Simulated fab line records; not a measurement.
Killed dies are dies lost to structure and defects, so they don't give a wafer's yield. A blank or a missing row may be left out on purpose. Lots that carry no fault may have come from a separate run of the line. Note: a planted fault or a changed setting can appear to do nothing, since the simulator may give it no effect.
Matching of chambers | flow nand-harc | ald-metal-04 running NHARC_A_WL_FILL_ALD_19: 4 sister chambers
The step deposits TiN, target thk 2 nm, pulse time 3 s, ald cycles 100. 4 wafers are shown with their chamber, then 12 later ones without.

WAFERS, EACH WITH ITS CHAMBER
wafer  | chamber | heater-power-w (W)
L085.5 | 1       | 1033
L084.2 | 2       | 1214
L084.4 | 0       | 904
L084.6 | 3       | 1034

WAFERS WITHOUT THEIR CHAMBER
wafer  | heater-power-w (W)
L091.1 | 1070
L091.2 | 915
L091.4 | 1015
L090.3 | 1041
L090.5 | 1234
L090.6 | 1052
L094.3 | 901
L094.5 | 946
L094.6 | 884
L096.1 | 890
L096.2 | 1204
L096.6 | 892

EACH ONE'S CHAMBER
wafer  | from the rows above     | in truth
L091.1 | can't be placed: 3 or 1 | 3
L091.2 | 0                       | 0
L091.4 | can't be placed: 1 or 3 | 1
L090.3 | can't be placed: 3 or 1 | 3
L090.5 | 2                       | 2
L090.6 | can't be placed: 3 or 1 | 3
L094.3 | 0                       | 0
L094.5 | 0                       | 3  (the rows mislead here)
L094.6 | 0                       | 0
L096.1 | 0                       | 0
L096.2 | 2                       | 2
L096.6 | 0                       | 0
7 of 12 placed correctly. Can't be placed from these rows: 4 (the true chamber is among the candidates in 4). 1 placed wrongly.
How it was worked out, from the rows above alone: a wafer's distance from a chamber is the root of the sum, over the readings, of the square of ((its reading less the chamber's mean) divided by the reading's scatter). If the next closest chamber is less than 2 further off than the closest, the wafer can't be placed; otherwise it belongs to the closest. Each chamber's mean is taken over the wafers shown for it. The scatter: with one shown wafer a chamber, the root of the mean of the squares of how far each hidden wafer lies from its nearest shown one.
